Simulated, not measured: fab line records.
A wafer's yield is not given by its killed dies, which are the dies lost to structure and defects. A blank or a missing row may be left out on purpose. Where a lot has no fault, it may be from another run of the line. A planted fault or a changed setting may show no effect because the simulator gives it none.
A lot that was struck, set against a sound lot / flow n5Finfet / 37 steps out of a route of 1938
Sound: these wafers, L721.3, L721.5, L721.6. Struck: wafers L715.3, L715.5, L715.6. The cause is given at the end.
At each step with rows: each side's tool, then ch and its chambers, then its first start. Under that, the readings that differ: sound wafers / struck wafers / difference of the means / sigmas: that difference in standard deviations of wafers without a fault.
alike: same words and numbers on both sides, and readings whose means sit less than 2 such deviations apart. not compared: any withheld reading, any reading some wafer has no value for, any bound like >300 that may hide the same value, and any number with overlapping values for which the record gives no deviation.
Wherever a step has rows on one side only, a row that says differs or no value, or a row with sigmas, the two part there. Non-overlapping numbers with no deviation appear without sigmas and do not part them. A reading missing from all wafers of one side parts the sides only when that side holds two or more wafers.

first, 9 steps without rows for these wafers: N5_BEOL_M4_ANNEAL_95 (time 240 s); N5_BEOL_M4_SPUTTER_96 (material Cu, target thk 4.5 nm, time 8.29 s); N5_BEOL_M4_ECD_50 (material Cu, target thk 300 nm); N5_BEOL_M4_ANNEAL_51 (time 90 s); N5_BEOL_M4_CMP_52 (polishes, stops on SiOC, t overpolish 6.8 s, target thk 40 nm); N5_BEOL_M4_PRE_CLEAN_60 (time 15 s); N5_BEOL_M4_CO_CAP_55 (material Co, precursor CCTBA/H2, target thk 2 nm, time 102.1 s); N5_BEOL_M4_PRE_CLEAN_56 (time 15 s); N5_BEOL_M4_DEP_57 (deposits SiCN from 3MS/NH3, target thk 8 nm, time 14 s).
N5_BEOL_M4_RC_MEAS_101:
  sound on prober-02 ch 0, day 11 08:37; struck on prober-02 ch 0, day 9 12:59
  alike: DIBL_N, DIBL_P, IOFF_N, IOFF_P, ION_N, ION_P, SS_N, SS_P, VT_N, VT_P
then, 24 steps without rows for these wafers: N5_BEOL_M5_ILD_DEP_00 (deposits SiCOH lowk from DEMS/porogen, target thk 140.64 nm, time 25.9 s); N5_BEOL_M5_CURE_79 (cures SiCOH lowk, time 240 s); N5_BEOL_M5_PECVD_70 (deposits SiO2 from TEOS/O2, target thk 16 nm, time 18 s); N5_BEOL_M5_HM_DEP_02 (deposits TiN, target thk 20 nm); N5_BEOL_M5_COAT_59 (time 60 s, resist thk 60 nm); N5_BEOL_M5_COAT_60 (time 60 s, resist thk 12 nm); N5_BEOL_M5_COAT_71 (time 60 s, resist thk 5 nm); N5_BEOL_M5_COAT_05 (resist thk 30 nm); N5_BEOL_M5_EBR_07; N5_BEOL_M5_SOFTBAKE_06 (time 60 s); N5_BEOL_M5_EXPOSE_08 (exposes mask M5, target cd 28 nm); N5_BEOL_M5_PEB_09 (peb time 60 s); N5_BEOL_M5_DEVELOP_10 (develop time 30 s); N5_BEOL_M5_DESCUM_16 (chemistry O2, time 7 s); N5_BEOL_M5_ETCH_72 (etches underlayer in N2/H2, target depth 6.5 nm, time 5.2 s); N5_BEOL_M5_ETCH_61 (etches SiARC in CF4, target depth 15.6 nm, time 26 s); N5_BEOL_M5_ETCH_62 (etches SOC in N2/H2, target depth 75 nm, overetch 15 nm, time 112.5 s); N5_BEOL_M5_STRIP_63 (strips in N2/H2); N5_BEOL_M5_STRIP_73 (strips in N2/H2); N5_BEOL_M5_STRIP_64 (strips in CF4); N5_BEOL_M5_HM_OPEN_17 (chemistry Cl2/BCl3, target TiN, target depth 20 nm, overetch 6 nm); N5_BEOL_M5_STRIP_19 (strips in O2); N5_BEOL_M5_COAT_65 (time 60 s, resist thk 60 nm); N5_BEOL_M5_COAT_66 (time 60 s, resist thk 12 nm).
N5_BEOL_M8_ETCH_66: etches SOC in N2/H2, target depth 80 nm, overetch 16 nm, time 120 s.
  sound on rieDiel-01 ch 0,3, day 12 23:13; struck on rieDiel-05 ch 0,3, day 10 15:43
  no value came back on the struck wafers for any of 7 readings (biasW (W), chamberPressureMTorr (mTorr) and others); on the sound wafers biasW (W) reads 149.5 149.0 149.8
reading=model.CAR-EUV_of_BEOL_M8_COAT_22.thkNm (nm); sound=0 0 0; struck=11.2 11.4 11.2; difference=+11.3; sigmas=
reading=model.SiARC_of_BEOL_M8_COAT_64.thkNm (nm); sound=6.2 6.2 6.4; struck=12 12 12; difference=+6; sigmas=
reading=model.underlayer_of_BEOL_M8_COAT_71.thkNm (nm); sound=0 0 0; struck=5 5 5; difference=+5; sigmas=
  not compared: rfHoursCounterH
N5_BEOL_M8_VIA_ETCH_34: etches SiCOH lowk in C4F6/O2, target depth 125.5 nm, time 50.5 s.
  sound on rieDiel-01 ch 0,3, day 12 23:19; struck on rieDiel-05 ch 0,3, day 10 15:49
reading=oesProductAu (a.u.); sound=0.73 0.74 0.83; struck=0.29 0.29 0.29; difference=-0.48; sigmas=-7
  alike: C4F6_flow_sccm, O2_flow_sccm, drypumpMotorCurrentA, rfVppV, showerheadPlenumPTorr, throttleValvePct
  not compared: rfHoursCounterH
-- here the record skips 3 days between the struck wafers' starts before and after, leaving off in module BEOL_M8 and picking up in module PASSIVATION (first step shown: number 1936 of the route) --
N5_PASSIVATION_PROBE_49:
  rows exist in the record for the struck wafers here (prober-01, day 13 20:35), but not for the sound ones

WHERE THEY PART
Last at N5_PASSIVATION_PROBE_49 as far as this record goes, first at N5_BEOL_M8_ETCH_66.

WHY: what had been put in by the simulator
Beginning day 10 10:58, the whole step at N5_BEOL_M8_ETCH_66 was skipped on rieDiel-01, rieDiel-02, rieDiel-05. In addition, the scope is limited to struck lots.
